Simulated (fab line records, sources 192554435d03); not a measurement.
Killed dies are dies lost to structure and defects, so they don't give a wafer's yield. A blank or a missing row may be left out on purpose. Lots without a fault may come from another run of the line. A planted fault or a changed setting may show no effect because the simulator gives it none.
Chamber matching | flow n5_finfet | N5_BEOL_M11_ALD_74 on ald_metal-01: 4 sister chambers
The step deposits TaN, target thk 2 nm, pulse time 2 s, purge time 3 s. 22 wafers are shown with their chamber, then 11 later ones without.

WAFERS WITH THEIR CHAMBER
wafer  | chamber | heater_power_w (W) | mfc_carrier_sccm (sccm)
L076.2 | 2       | 415                | 1505
L076.5 | 2       | 395                | 1509
L076.6 | 3       | 456                | 1506
L074.2 | 3       | 451                | 1503
L074.4 | 2       | 400                | 1503
L074.5 | 0       | 447                | 1506
L078.3 | 3       | 448                | 1506
L078.4 | 2       | 403                | 1495
L078.6 | 2       | 409                | 1496
L080.2 | 2       | 401                | 1493
L080.4 | 1       | 426                | 1499
L080.6 | 2       | 406                | 1501
L081.1 | 2       | 397                | 1495
L081.4 | 3       | 442                | 1501
L081.6 | 0       | 442                | 1501
L086.2 | 3       | 438                | 1498
L086.3 | 1       | 406                | 1505
L086.6 | 1       | 413                | 1496
L089.2 | 0       | 440                | 1497
L089.4 | 2       | 409                | 1499
L089.5 | 2       | 393                | 1500
L091.2 | 2       | 406                | 1499

SIGNATURES (means of the wafers above)
reading          | chamber 0 | chamber 1 | chamber 2 | chamber 3 | scatter within a chamber
heater_power_w   | 443.00    | 415.00    | 403.09    | 447.00    | 7
mfc_carrier_sccm | 1501.33   | 1500.00   | 1499.55   | 1502.80   | 4.47
Rule: a wafer's distance from a chamber is the root of the sum, over the readings, of the square of ((its reading less the chamber's mean) divided by the reading's scatter). The wafer belongs to the nearest chamber; if the next one is less than 2 further off, it can't be placed. The scatter: the root of (the sum of the squares of (reading less its chamber's mean) over the shown wafers, divided by (wafers less chambers)).

WAFERS WITHOUT THEIR CHAMBER
wafer  | heater_power_w (W) | mfc_carrier_sccm (sccm)
L091.3 | 421                | 1496
L091.6 | 456                | 1505
L094.1 | 393                | 1496
L094.5 | 393                | 1497
L094.6 | 437                | 1501
L095.1 | 420                | 1508
L095.3 | 429                | 1501
L095.4 | 399                | 1495
L097.2 | 419                | 1494
L097.4 | 392                | 1496
L097.5 | 395                | 1499

WHICH CHAMBER EACH WENT THROUGH
wafer  | from the rows above               | in truth
L091.3 | can't be placed: 1 or 2           | 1
L091.6 | can't be placed: 3 or 0           | 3
L094.1 | can't be placed: 2 or 1           | 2
L094.5 | can't be placed: 2 or 1           | 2
L094.6 | can't be placed: 0 or 3           | 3
L095.1 | can't be placed: 1 or 2 or 0      | 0
L095.3 | can't be placed: 0 or 1 or 3 or 2 | 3
L095.4 | can't be placed: 2 or 1           | 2
L097.2 | can't be placed: 1 or 2           | 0
L097.4 | can't be placed: 2 or 1           | 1
L097.5 | can't be placed: 2 or 1           | 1
Placed correctly: 0 of 11. Can't be placed from these rows: 11 (the true chamber is among the candidates in 10). Placed wrongly: 0.
